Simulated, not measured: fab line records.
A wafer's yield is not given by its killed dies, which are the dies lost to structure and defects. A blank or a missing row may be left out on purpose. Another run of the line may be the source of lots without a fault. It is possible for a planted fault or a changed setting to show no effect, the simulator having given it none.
Which tool was responsible? -- flow n5Finfet -- Sampling: 9 lots, 27 wafers, 4 of 1938 route steps

== WHAT THE GAUGES READ, wafer by wafer ==
N5_BEOL_M4_RC_MEAS_101. Usual: DIBL_N 35.9 mV/V, standard deviation 1.3; DIBL_P 35.9 mV/V, standard deviation 1.6; IOFF_N 0.156 nA/um, standard deviation 0.022; IOFF_P 0.205 nA/um, standard deviation 0.023; ION_N 675 uA/um, standard deviation 9; ION_P 463 uA/um, standard deviation 5.6; SS_N 71.4 mV/dec, standard deviation 0.57; SS_P 73.1 mV/dec, standard deviation 0.52; VT_N 249.7 mV, standard deviation 2.8; VT_P -250.2 mV, standard deviation 2.5.
lot,measured,on,DIBL_N (mV/V),DIBL_P (mV/V),IOFF_N (nA/um),IOFF_P (nA/um),ION_N (uA/um),ION_P (uA/um),SS_N (mV/dec),SS_P (mV/dec),VT_N (mV),VT_P (mV),flag
L905,day 8 10:27,prober-02,35.7 34.0 36.6,36.3 33.5 37.3,0.169 0.136 0.185,0.208 0.173 0.220,679 663 680,460 454 463,71.8 71.2 72.8,73.6 72.4 72.9,247.4 252.1 247.1,-251.9 -254.5 -251.7,
L906,day 9 05:26,prober-01,35.5 36.9 37.6,36.9 38.7 39.1,0.157 0.190 0.204,0.188 0.218 0.226,677 691 688,460 466 459,70.8 71.9 72.4,73.3 73.0 73.5,249.9 248.4 246.2,-252.9 -249.9 -252.3,
L908,day 9 07:47,prober-02,35.1 32.9 33.3,35.5 32.3 33.4,0.141 0.109 0.113,0.200 0.162 0.169,668 660 665,464 461 465,71.0 70.1 71.1,73.1 71.7 72.5,250.5 255.8 254.9,-250.8 -251.4 -250.0,
L907,day 9 08:05,prober-01,37.7 36.2 37.6,37.3 35.6 38.0,0.194 0.164 0.195,0.240 0.216 0.256,682 675 681,469 465 470,72.6 71.2 71.1,73.0 72.9 73.4,245.2 248.1 243.1,-246.3 -247.6 -247.4,
L909,day 9 13:36,prober-02,34.7 37.3 35.3,35.5 38.2 35.8,0.136 0.170 0.142,0.218 0.266 0.223,673 675 679,467 472 474,71.1 72.1 71.8,72.3 73.3 72.5,249.2 248.7 250.7,-247.6 -243.5 -248.0,
L917,day 11 18:08,prober-01,34.8 35.3 33.9,34.8 35.6 33.4,0.137 0.150 0.128,0.166 0.176 0.146,668 673 668,456 458 448,70.6 72.1 71.1,72.6 73.9 72.5,253.0 250.7 252.5,-254.9 -254.0 -257.1,
L920,day 12 19:05,prober-01,36.3 36.8 37.0,38.4 38.6 39.0,0.182 0.172 0.192,0.202 0.191 0.207,691 672 689,465 450 460,71.5 70.8 71.8,73.7 73.3 73.4,248.3 250.8 245.5,-251.0 -254.4 -251.1,
L923,day 13 05:27,prober-02,38.2 37.4 39.1,37.6 36.7 39.4,0.172 0.151 0.197,0.217 0.204 0.249,680 663 679,462 457 463,71.6 71.9 72.1,74.0 73.9 74.4,247.7 251.6 246.0,-248.9 -250.7 -247.2,
L925,day 13 10:26,prober-02,38.9 38.1 37.4,38.9 36.9 36.3,0.200 0.182 0.172,0.240 0.209 0.203,683 680 680,463 460 462,71.4 71.7 71.7,74.7 73.5 73.1,246.9 248.8 250.2,-249.0 -250.7 -252.5,

N5_BEOL_M13_OVL_MEAS_11. Usual: V12_OVL gives 1 nm (standard deviation 4.9).
lot,measured,on,V12_OVL (nm),flag
L905,day 11 07:55,overlay-02,1 -6 4,
L906,day 12 00:59,overlay-01,-5 -4 -2,
L908,day 12 06:47,overlay-02,-1 -9 -7,
L907,day 12 07:23,overlay-02,-7 -1 4,
L909,day 12 07:39,overlay-02,-3 5 3,
L917,day 14 15:06,overlay-01,7 3 -6,
L920,day 15 19:15,overlay-02,-11 -8 -7,
L923,day 16 03:07,overlay-02,2 -1 4,
L925,day 16 03:10,overlay-01,3 -4 3,

N5_BEOL_M13_INSPECT_30: inspects for defects (macro). Usual: rawDefectCount 2.1, standard deviation 1.5.
lot,measured,on,rawDefectCount,flag
L905,day 11 09:00,defectInspect-02,2 1 6,
L906,day 12 02:05,defectInspect-01,0 2 1,
L908,day 12 07:53,defectInspect-02,4 0 4,
L907,day 12 08:28,defectInspect-01,2 3 3,
L909,day 12 08:46,defectInspect-01,3 1 5,
L917,day 14 16:16,defectInspect-02,4 0 2,
L920,day 15 20:18,defectInspect-02,0 2 2,
L923,day 16 04:13,defectInspect-01,2 3 1,
L925,day 16 04:22,defectInspect-02,2 1 4,

== WHAT TOOL EACH LOT RAN ON (gives the tool, then ch and the chambers of the sampled wafers, and finally the start) ==
lot,N5_BEOL_M13_VIA_ETCH_16
L905,"rieDiel-01 ch 0,1, day 11 08:03"
L906,"rieDiel-02 ch 0,2,3, day 12 01:08"
L908,"rieDiel-02 ch 2,3, day 12 06:55"
L907,"rieDiel-01 ch 0,2,3, day 12 07:32"
L909,"rieDiel-02 ch 0,3, day 12 07:49"
L917,"rieDiel-01 ch 0,3, day 14 15:26"
L920,"rieDiel-06 ch 0,1,3, day 15 19:29"
L923,"rieDiel-06 ch 0,1,2, day 16 03:16"
L925,"rieDiel-01 ch 2,3, day 16 03:18"
- N5_BEOL_M13_VIA_ETCH_16: etches SiOC in C4F8/O2/Ar, target depth 921.7 nm.

== WHAT THE TOOLS THEMSELVES READ (means of the sampled wafers that have a number; where no wafer has one, the mark that the record gives instead) ==
N5_BEOL_M13_VIA_ETCH_16. Usual: C4F8_flow_sccm 15.00 sccm, standard deviation 0.046; O2_flow_sccm 7.998 sccm, standard deviation 0.024; drypumpMotorCurrentA 5.7 A, standard deviation 0.48; mfcArSccm 399.9 sccm, standard deviation 1.2; oesProductAu 0.71 a.u., standard deviation 0.075; rfVppV 664.2 V, standard deviation 2.8; showerheadPlenumPTorr 3.36 Torr, standard deviation 0.099; throttleValvePct 24.06 %, standard deviation 0.2.
lot,tool,C4F8_flow_sccm (sccm),O2_flow_sccm (sccm),drypumpMotorCurrentA (A),mfcArSccm (sccm),oesProductAu (a.u.),rfVppV (V),showerheadPlenumPTorr (Torr),throttleValvePct (%),flag
L905,rieDiel-01,14.97,8.015,5.8,398.5,0.66,664.8,3.36,24.05,
L906,rieDiel-02,15.07,7.977,5.8,399.6,0.69,665.5,3.40,24.20,
L908,rieDiel-02,14.97,7.977,5.9,401.9,0.74,665.0,3.38,24.14,
L907,rieDiel-01,14.98,7.977,5.2,398.6,0.69,664.4,3.38,24.11,
L909,rieDiel-02,15.00,8.006,5.8,399.4,0.62,666.7,3.41,24.25,
L917,rieDiel-01,15.01,7.990,5.4,400.3,0.66,666.3,3.45,24.30,
L920,rieDiel-06,14.99,8.000,6.1,400.4,0.73,664.6,3.40,24.09,
L923,rieDiel-06,15.03,8.024,6.0,399.7,0.77,665.5,3.42,23.96,
L925,rieDiel-01,15.00,8.001,4.9,399.9,0.69,662.9,3.29,23.98,

== THE ANSWER, worked out from the rows above alone ==
Rule: a lot is off if the mean of its wafers that have a number lies more than 3 standard deviations from the usual mean. A lot without any number at a reading at which 4 lots or more have one is off too. The other lots that the step has rows for count as sound. Order of review: gauges by route order, followed by the tools' own readings, for which a lot's mean as printed above is used. At the first step where some lot is off, the reading lying furthest off is the one used; lots without a number count as furthest.
No lot is off at any reading shown: from this, nothing can be told.

== WHAT THE SIMULATOR HAD PUT IN ==
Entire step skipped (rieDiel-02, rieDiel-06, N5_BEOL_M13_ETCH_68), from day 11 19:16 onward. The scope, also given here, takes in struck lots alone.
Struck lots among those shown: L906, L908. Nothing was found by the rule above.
